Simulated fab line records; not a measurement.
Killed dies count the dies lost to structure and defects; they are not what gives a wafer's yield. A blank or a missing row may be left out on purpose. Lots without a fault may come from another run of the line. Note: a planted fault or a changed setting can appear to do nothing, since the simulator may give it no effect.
fab line records	flow n5Finfet
[record] lots = 9	wafers = 27	lastDay = 17
route steps=1938 shown FIN_CUT@174 STI_FIN_REVEAL@184 BEOL_M4@1111 PASSIVATION@1936
lots that met no fault: from a run of the same line without faults
startH: start of the lot's first displayed wafer, in hours after the record's first day	waitH: how many hours have passed since the lot's step before this one	" identical to the entry in the row above	L1.1+2: a single row standing in for several wafers	- no value present, or no start provided	* or withheld: withheld	< > ~ a bound
route shown NAME@n: a module of which the file shows steps, and the number in the route of the first	usual: mean and standard deviation over wafers with no fault	same: alike in all rows	chamber/n: place in a boat	sites: the reading at each site	_std_site: the values' standard deviation	_edge_site: inner sites' mean taken away from outer sites' mean	radiusMm: how far each site lies from the wafer's centre	mask NAME#n: copy n	behind: the most recent tool/chamber to have shaped the wafer	hold: why the lot was held/for how many hours/how that ended	device: the n, p or np transistor that did not switch	end of line: tests of these same wafers at the route's end	a step given without rows: its recipe and nothing more	killed: not the wafer's yield, but the dies lost to structure and defects at the first sort	map: a wafer's dies, x killed, . not, _ none there
set.NAME: setting as actually run; set.NAME@STEP: the setting as run at that earlier step	model.NAME: the simulator's own value behind a step, which no gauge read
the route's steps for a sample of lots (tables are steps, rows are wafers)
services: when a tool's chamber went out of use (startH, in hours from the record's first day, below 0 if earlier), for how many hours, and the reason
[[steps]]
[step N5_FIN_CUT_CUT_ETCH_27]
[recipe] chemistry = CHF3/O2	target = SiO2	targetDepthA = 40	maskMaterial = SOC	overetchA = 20	timeS = 4.9	pressureMtorr = 30	sourceW = 650	biasW = 170	Ar_flow_sccm = 200	CHF3_flow_sccm = 50	O2_flow_sccm = 5	ionEnergyEv = 200
[usual] O2_flow_sccm = 4.999/0.015	drypumpMotorCurrentA = 5.5/0.43	oesProductAu = 0.64/0.058	rfVppV = 515/17	showerheadPlenumPTorr = 2.43/0.082	throttleValvePct = 18.71/0.14
lot.wafer	tool	chamber	startH	waitH	O2_flow_sccm	drypumpMotorCurrentA	oesProductAu	rfHoursCounterH	rfVppV	showerheadPlenumPTorr	throttleValvePct
L782.3	rieDiel-06	0	35.51	0.0	4.993	5.7	0.55	227	530	2.48	18.82
L782.4	"	1	"	"	5.023	4.7	0.56	181	496	2.40	18.83
L782.6	"	3	"	"	4.994	5.9	0.66	-	498	2.25	18.45
L784.1	rieDiel-06	0	48.95	0.0	5.036	5.7	0.54	233	530	2.47	18.84
L784.2	"	2	"	"	5.017	5.4	0.68	46	512	2.54	18.56
L784.5	"	0	"	"	5.020	5.6	0.54	-	530	2.47	18.83
L785.2	rieDiel-06	1	52.54	0.0	5.028	4.7	0.57	189	495	2.39	18.86
L785.3	"	3	"	"	5.002	5.9	0.66	96	497	2.25	18.48
L785.5	"	3	"	"	4.992	5.9	0.65	-	498	2.25	18.47
L788.2	rieDiel-02	2	70.02	0.0	5.012	5.9	0.60	167	502	2.38	18.84
L788.3	"	3	"	"	5.017	5.5	0.61	117	508	2.52	18.80
L788.6	"	3	"	"	4.984	5.5	0.61	-	509	2.52	18.79
L789.1	rieDiel-02	1	75.50	0.0	5.013	6.1	0.64	114	496	2.34	18.55
L789.2	"	3	"	"	5.018	5.5	0.62	119	507	2.52	18.79
L789.6	"	1	"	"	4.989	6.1	0.63	-	495	2.34	18.53
L796.3	rieDiel-02	3	118.92	0.0	4.976	5.5	0.60	132	508	2.52	18.83
L796.4	"	2	"	"	4.994	5.9	0.60	181	502	2.38	18.87
L796.6	"	0	"	"	5.011	5.0	0.61	-	541	2.43	18.88
L797.4	rieDiel-02	3	123.04	0.0	4.995	5.5	0.60	133	508	2.52	18.82
L797.5	"	2	"	"	4.999	5.9	0.58	-	501	2.38	18.87
L797.6	"	1	"	"	5.006	6.0	0.63	-	497	2.34	18.56
L798.2	rieDiel-05	2	130.03	0.0	5.006	5.1	0.67	53	538	2.53	18.59
L798.3	"	3	"	"	4.997	5.2	0.70	30	534	2.45	18.63
L798.5	"	2	"	"	4.995	5.1	0.67	-	536	2.53	18.59
L804.2	rieDiel-06	2	166.44	0.0	5.015	5.4	0.65	87	510	2.52	18.64
L804.3	"	3	"	"	4.995	5.9	0.62	136	497	2.24	18.54
L804.4	"	0	"	"	5.011	5.6	0.76	11	530	2.46	18.55
[step N5_FIN_CUT_CUT_ETCH_28]
[recipe] chemistry = HBr/Cl2/O2	target = Si	targetDepthA = 60	maskMaterial = SOC	timeS = 2.4	ionEnergyEv = *	biasW = *	pressureMtorr = 10	icpW = 800	HBr_flow_sccm = 150	Cl2_flow_sccm = 80	O2_flow_sccm = 12
[usual] O2_flow_sccm = 12.00/0.037	drypumpMotorCurrentA = 5.7/0.53	oesProductAu = 0.992/0.015	throttleValvePct = 37.2/0.62
lot.wafer	tool	chamber	startH	waitH	O2_flow_sccm	drypumpMotorCurrentA	oesProductAu	rfHoursCounterH	throttleValvePct
L782.3	rieSi-03	0	35.71	0.0	12.03	6.0	0.990	49	36.4
L782.4	"	1	"	"	11.98	5.6	0.979	7	37.5
L782.6	"	3	"	"	11.98	5.0	0.998	-	36.7
L784.1	rieSi-03	3	49.15	0.0	12.03	5.0	1.008	55	36.7
L784.2	"	0	"	"	12.01	5.9	1.006	49	36.4
L784.5	"	1	"	"	12.02	5.6	0.970	-	37.5
L785.2	rieSi-03	1	52.74	0.0	12.04	5.6	0.969	7	37.5
L785.3	"	3	"	"	12.00	5.0	1.009	55	36.7
L785.5	"	1	"	"	12.02	5.6	0.972	-	37.5
L788.2	rieSi-06	3	70.23	0.0	12.00	5.3	0.987	64	37.9
L788.3	"	2	"	"	12.02	6.1	1.000	73	38.0
L788.6	"	0	"	"	12.04	4.8	0.986	-	38.0
L789.1	rieSi-03	0	75.70	0.0	11.95	5.9	1.016	50	36.4
L789.2	"	3	"	"	11.95	5.1	1.002	55	36.7
L789.6	"	0	"	"	11.95	5.9	1.001	-	36.4
L796.3	rieSi-03	2	119.12	0.0	11.95	6.5	0.974	105	36.4
L796.4	"	3	"	"	12.00	5.0	0.997	56	36.7
L796.6	"	2	"	"	11.94	6.5	0.965	-	36.4
L797.4	rieSi-03	3	123.25	0.0	11.96	5.0	1.010	56	36.7
L797.5	"	3	"	"	12.03	5.0	1.011	-	36.7
L797.6	"	0	"	"	12.00	6.0	1.009	-	36.5
L798.2	rieSi-03	0	130.59	0.0	12.01	5.9	1.004	51	36.4
L798.3	"	3	"	"	12.00	5.0	1.008	56	36.7
L798.5	"	0	"	"	11.98	6.0	1.005	-	36.5
L804.2	rieSi-06	3	166.64	0.0	12.00	5.3	0.982	66	37.9
L804.3	"	0	"	"	11.99	4.8	0.990	20	38.0
L804.4	"	1	"	"	11.99	5.9	0.999	122	37.1
[step N5_FIN_CUT_INSPECT_17]
[recipe] inspectInstrument = brightfield	mode = aei
[usual] rawDefectCount = 211/62
lot.wafer	tool	chamber	startH	waitH	rawDefectCount
L782.3	defectInspect-02	-	36.04	0.0	392
L782.4	"	-	"	"	204
L782.6	"	-	"	"	280
L784.1	defectInspect-02	-	49.42	0.0	286
L784.2	"	-	"	"	271
L784.5	"	-	"	"	501
L785.2	defectInspect-02	-	53.07	0.0	125
L785.3	"	-	"	"	146
L785.5	"	-	"	"	136
L788.2	defectInspect-01	-	70.47	0.0	167
L788.3	"	-	"	"	288
L788.6	"	-	"	"	160
L789.1	defectInspect-02	-	76.05	0.0	150
L789.2	"	-	"	"	228
L789.6	"	-	"	"	232
L796.3	defectInspect-01	-	119.35	0.0	262
L796.4	"	-	"	"	243
L796.6	"	-	"	"	188
L797.4	defectInspect-01	-	123.49	0.0	804
L797.5	"	-	"	"	843
L797.6	"	-	"	"	873
L798.2	defectInspect-01	-	130.82	0.0	998
L798.3	"	-	"	"	903
L798.5	"	-	"	"	980
L804.2	defectInspect-01	-	166.87	0.0	194
L804.3	"	-	"	"	211
L804.4	"	-	"	"	317
[step N5_STI_FIN_REVEAL_ALD_14]
[recipe] material = Si3N4	targetThkA = 30	tempC = 400	aldPrecursorFamily = SiH2I2	aldCoReactant = N2/H2-plasma	pressureTorr = 2
[usual] heaterPowerW = 826/78
lot.wafer	tool	chamber	startH	waitH	heaterPowerW
L782.3	aldSin-01	0	36.13	0.0	978
L782.4	"	3	"	"	808
L782.6	"	2	"	"	850
L784.1	aldSin-02	2	49.51	0.0	774
L784.2	"	3	"	"	716
L784.5	"	1	"	"	948
L785.2	aldSin-02	1	53.42	0.0	942
L785.3	"	2	"	"	767
L785.5	"	1	"	"	931
L788.2	aldSin-03	1	70.55	0.0	793
L788.3	"	2	"	"	795
L788.6	"	1	"	"	804
L789.1	aldSin-01	0	76.52	0.0	983
L789.2	"	3	"	"	791
L789.6	"	2	"	"	874
L796.3	aldSin-03	1	119.43	0.0	827
L796.4	"	2	"	"	764
L796.6	"	1	"	"	818
L797.4	aldSin-01	0	123.57	0.0	983
L797.5	"	2	"	"	872
L797.6	"	1	"	"	769
L798.2	aldSin-02	0	130.91	0.0	772
L798.3	"	2	"	"	778
L798.5	"	0	"	"	776
L804.2	aldSin-03	1	167.32	0.0	779
L804.3	"	0	"	"	802
L804.4	"	3	"	"	942
[step N5_STI_FIN_REVEAL_STRIP_24]
[recipe] chemistry = N2/H2	timeS = 90	powerW = 100	tempC = 40	pressureMtorr = 100	rfFrequencyHz = 6e+07	biasPowerW = 3	n2FlowSccm = 300	h2FlowSccm = 300
[usual] drypumpMotorCurrentA = 5.7/0.46	oesProductAu = 0.81/0.094	rfVppV = 45.3/0.8	showerheadPlenumPTorr = 3.44/0.14	throttleValvePct = 12.2/0.34
lot.wafer	tool	chamber	startH	waitH	drypumpMotorCurrentA	oesProductAu	rfHoursCounterH	rfVppV	showerheadPlenumPTorr	throttleValvePct
L782.3	rieDiel-03	3	41.93	0.0	5.7	0.73	157	43.8	3.49	12.5
L782.4	"	1	"	"	5.2	1.01	2	46.2	3.57	11.6
L782.6	"	2	"	"	6.0	0.82	-	45.0	3.26	12.0
L784.1	rieDiel-03	0	56.04	0.0	6.3	0.76	134	46.3	3.54	12.5
L784.2	"	2	"	"	6.1	0.81	101	45.7	3.25	12.0
L784.5	"	0	"	"	6.3	0.76	-	45.1	3.54	12.5
L785.2	rieDiel-03	0	59.13	0.0	6.3	0.75	135	44.1	3.54	12.5
L785.3	"	1	"	"	5.2	0.98	8	45.6	3.57	11.6
L785.5	"	2	"	"	6.1	0.81	-	45.6	3.25	12.0
L788.2	rieDiel-03	1	76.32	0.0	5.2	0.96	14	44.0	3.57	11.7
L788.3	"	3	"	"	5.7	0.72	165	45.2	3.49	12.5
L788.6	"	1	"	"	5.2	0.97	-	46.3	3.57	11.7
L789.1	rieDiel-01	1	82.25	0.0	5.7	0.72	165	44.6	3.25	12.2
L789.2	"	3	"	"	5.7	0.75	152	46.2	3.57	12.4
L789.6	"	0	"	"	6.5	0.88	-	45.1	3.45	11.9
L796.3	rieDiel-01	2	125.21	0.0	5.1	0.69	247	45.1	3.21	12.8
L796.4	"	2	"	"	5.0	0.68	-	45.3	3.21	12.8
L796.6	"	3	"	"	5.7	0.74	-	45.7	3.56	12.4
L797.4	rieDiel-04	3	129.34	0.0	5.0	0.72	187	45.2	3.26	12.4
L797.5	"	1	"	"	5.8	0.92	-	43.8	3.30	12.0
L797.6	"	0	"	"	5.5	0.89	-	44.9	3.60	12.2
L798.2	rieDiel-04	1	136.63	0.0	5.9	0.92	19	45.5	3.30	12.0
L798.3	"	3	"	"	5.0	0.72	189	45.8	3.26	12.4
L798.5	"	1	"	"	5.9	0.92	-	44.8	3.30	12.0
L804.2	rieDiel-03	2	173.14	0.0	6.0	0.78	144	45.3	3.23	12.1
L804.3	"	3	"	"	5.6	0.69	201	45.1	3.46	12.6
L804.4	"	0	"	"	6.3	0.72	178	45.5	3.52	12.6
[step N5_BEOL_M4_RC_MEAS_101]
[usual] DIBL_N = 36.7/2.4	DIBL_P = 37.4/2.9	IOFF_N = 0.18/0.05	IOFF_P = 0.23/0.058	ION_N = 683/16	ION_P = 467/11	SS_N = 71.7/0.77	SS_P = 73.5/0.87	VT_N = 249/4.3	VT_P = -250/4.4
lot.wafer	tool	chamber	startH	waitH	DIBL_N[mV/V]	DIBL_P[mV/V]	IOFF_N[nA/um]	IOFF_P[nA/um]	ION_N[uA/um]	ION_P[uA/um]	SS_N[mV/dec]	SS_P[mV/dec]	VT_N[mV]	VT_P[mV]
L782.3	prober-02	0	176.21	0.3	35.9	34.4	0.14	0.17	669	455	71.1	72.3	254	-253
L782.4	"	0	"	"	35.8	36.3	0.16	0.21	697	481	71.3	73.1	247	-251
L782.6	"	0	"	"	38.7	38.9	0.21	0.25	704	479	71.7	74.3	247	-248
L784.1	prober-02	0	181.21	0.0	44.2	45.7	0.35	0.40	696	473	73.9	76.2	242	-242
L784.2	"	0	"	"	35.3	36.6	0.15	0.23	685	471	71.3	73.1	251	-250
L784.5	"	0	"	"	38.9	40.1	0.20	0.28	669	463	72.6	73.9	247	-247
L785.2	prober-01	0	190.50	0.2	37.9	36.9	0.17	0.20	657	450	72.0	73.5	251	-251
L785.3	"	0	"	"	33.1	32.0	0.11	0.14	679	458	71.3	71.7	252	-257
L785.5	"	0	"	"	34.5	32.7	0.12	0.14	660	447	70.7	72.0	257	-256
L788.2	prober-02	0	202.94	0.2	32.5	34.2	0.14	0.19	686	485	69.9	72.6	249	-249
L788.3	"	0	"	"	34.6	35.3	0.14	0.19	671	463	71.3	73.1	252	-250
L788.6	"	0	"	"	34.8	36.9	0.16	0.23	694	486	70.7	73.0	247	-247
L789.1	prober-01	0	209.16	0.0	39.1	37.9	0.23	0.31	676	473	73.1	73.8	245	-244
L789.2	"	0	"	"	35.8	35.5	0.16	0.25	682	475	71.4	73.0	250	-248
L789.6	"	0	"	"	39.2	39.8	0.24	0.35	699	477	71.8	74.4	244	-241
L796.3	prober-01	0	251.78	0.3	35.1	35.5	0.17	0.21	667	459	71.8	73.4	250	-249
L796.4	"	0	"	"	35.5	35.2	0.16	0.20	662	451	71.6	72.3	251	-251
L796.6	"	0	"	"	36.0	37.2	0.18	0.22	672	461	72.4	73.4	250	-250
L797.4	prober-01	0	259.35	0.5	39.2	41.4	0.21	0.29	693	474	72.1	74.3	249	-245
L797.5	"	0	"	"	36.9	37.3	0.16	0.22	668	459	71.3	72.6	250	-251
L797.6	"	0	"	"	36.5	37.2	0.14	0.20	665	456	71.3	73.1	253	-253
L798.2	prober-02	0	260.05	0.2	34.8	37.0	0.14	0.21	662	461	71.4	73.7	254	-249
L798.3	"	0	"	"	32.5	34.5	0.11	0.17	665	463	70.2	72.6	258	-253
L798.5	"	0	"	"	34.2	36.5	0.13	0.19	658	460	70.7	73.0	255	-252
L804.2	prober-02	0	300.90	0.2	36.6	38.0	0.18	0.20	698	473	71.7	73.0	247	-252
L804.3	"	0	"	"	37.9	38.7	0.18	0.21	673	456	71.9	73.6	249	-252
L804.4	"	0	"	"	37.5	39.5	0.22	0.24	697	466	72.2	73.6	243	-249
[step N5_PASSIVATION_PROBE_49]
[usual] defectLimitedYield = 91.4/1.6	killed_at_M0_to_M3 = 31/11	killed_at_M4_up = 14/5.7	killedAtContacts = 12/6	killedAtFrontEnd = 41/13	killedAtOther = 3.3/2.8	killedDies = 101/19	killedOpen = 67/14	killedShort = 33/8.2	sort_bin_4_leakage = 0.0/0.37	sort_bin_5_function = 5.0/1.1	sort_bin_6_memory = 3.3/0.74	sortNPass = 1078/20	sortYieldPct = 91.3/1.7
[same] grossDies = 1180	killedAtBackSide = 0	sort_bin_8_speed[%] = 0
lot.wafer	tool	chamber	startH	waitH	defectLimitedYield[%]	killed_at_M0_to_M3	killed_at_M4_up	killedAtContacts	killedAtFrontEnd	killedAtOther	killedDies	killedOpen	killedShort	sort_bin_4_leakage[%]	sort_bin_5_function[%]	sort_bin_6_memory[%]	sortNPass	sortYieldPct[%]
L796.3	prober-01	-	364.70	0.1	91.8	34	11	5	44	3	97	62	34	0	4.7	3.4	1083	91.8
L796.4	prober-01	-	364.75	0.2	94.1	15	11	4	38	2	70	49	19	0	2.8	3.1	1110	94.1
L796.6	prober-01	-	364.85	0.3	94.1	15	10	10	35	0	70	56	14	0	3.7	2.1	1110	94.1
// killed by level:class
L796.3 BEOL_M3:geometricParticle:open=17 STI_FIN_REVEAL:geometricParticle:open=12 FIN_SAQP:geometricParticle:short=9 BEOL_M2:geometricParticle:open=6 FIN_SAQP:geometricParticle:open=5 BEOL_M4:geometricParticle:open=4 STARTING-WAFER:geometricParticle:open=4 DUMMY_GATE:geometricParticle:open=3
L796.4 FIN_SAQP:geometricParticle:open=9 DUMMY_GATE:geometricParticle:open=6 ILD0:geometricParticle:short=5 STARTING-WAFER:geometricParticle:open=4 FIN_SAQP:geometricParticle:short=3 ILD0:geometricParticle:open=3 MOL_CONTACT_COAG:geometricParticle:open=3 BEOL_M0_SAQP:geometricParticle:open=3
L796.6 MOL_CONTACT_COAG:geometricParticle:open=9 FIN_SAQP:geometricParticle:open=7 STI_FIN_REVEAL:geometricParticle:open=6 BEOL_M2:geometricParticle:open=5 BEOL_M3:geometricParticle:open=5 GATE_CUT:geometricParticle:short=4 FIN_CUT:geometricParticle:open=4 DUMMY_GATE:geometricParticle:open=4
[[services]]
tool	chamber	startH	hours	kind
rieDiel-04	-	13.37	0.4	repair
aldSin-02	0	14.49	7.7	repair
rieDiel-05	-	24.05	28.1	pm
rieDiel-02	3	33.27	5.6	repair
rieDiel-04	3	36.00	5.1	repair
rieDiel-02	1	40.12	7.8	repair
rieDiel-02	-	44.13	2.8	pm
rieSi-03	2	48.12	6.6	repair
aldSin-02	3	53.36	14.6	repair
rieDiel-03	3	53.73	7.9	repair
rieDiel-05	0	73.14	6.9	repair
rieDiel-02	2	79.85	2.1	repair
rieSi-03	1	96.87	2.1	repair
rieSi-03	1	103.80	9.2	repair
rieDiel-06	0	110.30	-	clean
rieDiel-06	0	110.30	-	consumableReplace:focusRing
rieDiel-01	1	119.12	7.1	repair
rieDiel-02	3	135.96	8.7	repair
rieSi-03	0	155.76	9.3	repair
aldSin-02	-	157.23	6.1	pm
rieSi-06	3	158.52	4.5	repair
rieDiel-03	0	159.33	1.3	repair
aldSin-02	1	167.07	5.7	repair
aldSin-01	2	170.46	11.1	repair
[[key]]
[firstSign] step = N5_FIN_CUT_INSPECT_17	reading = rawDefectCount	direction = up	sigmas = 11	usual = 211	struck = 900
effect none on later readings
metAt N5_FIN_CUT_CUT_ETCH_28
struckLots L797,L798
rowsEnd L797.4,L797.5,L797.6,L798.2,L798.3,L798.5
notActingAt N5_FIN_CUT_CUT_ETCH_27,N5_STI_FIN_REVEAL_ALD_14,N5_STI_FIN_REVEAL_STRIP_24
onsetBetween 119.12 123.25
[fault] kind = chamberParticleSource	tool = rieSi-03	chamber = -	onsetH = 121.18	steps = N5_FIN_CUT_CUT_ETCH_28	ratePerVisitCm2 = 1.1211
// rowsEnd: these wafers met a further fault down the route, and their rows from its step on are left out
